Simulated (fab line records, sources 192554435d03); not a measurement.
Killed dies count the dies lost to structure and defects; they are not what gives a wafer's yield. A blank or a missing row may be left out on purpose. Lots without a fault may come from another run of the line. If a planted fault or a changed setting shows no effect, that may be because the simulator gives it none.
Lot-split experiment    flow n5-finfet    route with 1938 steps; 7 lots, 21 wafers read

== THE SPLIT ==
At N5_BEOL_M12_CMP_49 (polishes, stops on SiOC, t overpolish 20.6 s, target thk 320 nm), the setting down-force-psi was moved away from the recipe's 1 psi on 6 of the 21 wafers read, by -19.2% to +12.7%. The other wafers ran this setting at the recipe's value.

The reading comes from the split's own step.

== THE READING ==
barrier-field-endpoint-s, in s, at N5_BEOL_M12_CMP_49 (polishes, stops on SiOC, t overpolish 20.6 s, target thk 320 nm). A value of 30.3 s with a standard deviation of 0.69 s is what fault-free wafers of this fab line usually give.

wafer   tool, chamber at the split  down-force-psi as run, psi  against the recipe  barrier-field-endpoint-s, s  against lot-mates on the recipe
L074.3  cmp-03, 1                   1                           recipe              31.0                         -
L074.2  cmp-03, 2                   1                           recipe              31.2                         -
L074.6  cmp-03, 1                   0.8083                      -19.2%              37.4                         +6.3
L078.4  cmp-03, 3                   1                           recipe              29.2                         -
L078.6  cmp-03, 2                   1                           recipe              30.0                         -
L078.5  cmp-03, 3                   1                           recipe              30.2                         -
L080.1  cmp-01, 1                   0.8237                      -17.6%              37.5                         +6.3
L080.5  cmp-01, 1                   0.8237                      -17.6%              38.2                         +7.0
L080.6  cmp-01, 2                   1                           recipe              31.2                         -
L081.3  cmp-03, 2                   1                           recipe              30.0                         -
L081.4  cmp-03, 0                   1.096                       +9.6%               27.7                         -2.2
L081.5  cmp-03, 2                   1                           recipe              29.9                         -
L089.4  cmp-02, 0                   1                           recipe              29.1                         -
L089.2  cmp-02, 1                   1                           recipe              29.1                         -
L089.5  cmp-02, 0                   1                           recipe              29.6                         -
L092.1  cmp-03, 0                   1                           recipe              29.9                         -
L092.3  cmp-03, 1                   0.9054                      -9.5%               33.0                         +3.2
L092.5  cmp-03, 0                   1                           recipe              29.6                         -
L095.3  cmp-01, 0                   1                           recipe              31.1                         -
L095.2  cmp-01, 1                   1.127                       +12.7%              27.7                         -3.6
L095.1  cmp-01, 2                   1                           recipe              31.5                         -

THE FIT
A straight line over all 21 wafers: barrier-field-endpoint-s changes by -0.361 s for each +1% of down-force-psi; r = -0.95; the points scatter about the line by 0.96 s.
The same after taking each lot's own level away (the mean of its wafers on the recipe; 21 wafers): -0.336 s for each +1%; r = -0.99; scatter 0.41 s.
According to that fit, moving down-force-psi by its largest amount changes the reading by 6.4 s.
The lots' own levels span 29.27 to 31.30 s, that is 2.9 times the standard deviation above.
So the lot-to-lot level changes the slope little: the two slopes agree.
Check: with one of the wafers moved furthest among these (-19.2%) left out of the fit, the line predicts +6.69 s for it against its lot-mates. It came out at +6.3 s against them.
Tool readings at the split's step, against how far the setting was moved: barrier-field-endpoint-s r = -0.95.

== OTHER SPLITS ON THESE WAFERS ==
These wafers also went through other splits before the reading. Each is held against what the fit with the lots' levels taken away leaves over:
other split on the same wafers  wafers away from the commonest value  r with barrier-field-endpoint-s (lot level and that fit taken away)
N5_BEOL_M11_EXPOSE_25 dose-mj   8                                     -0.01

== THE FILE'S OWN FIT ==
barrier-field-endpoint-s changes by -0.33 s for each +1% of down-force-psi, r = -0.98.
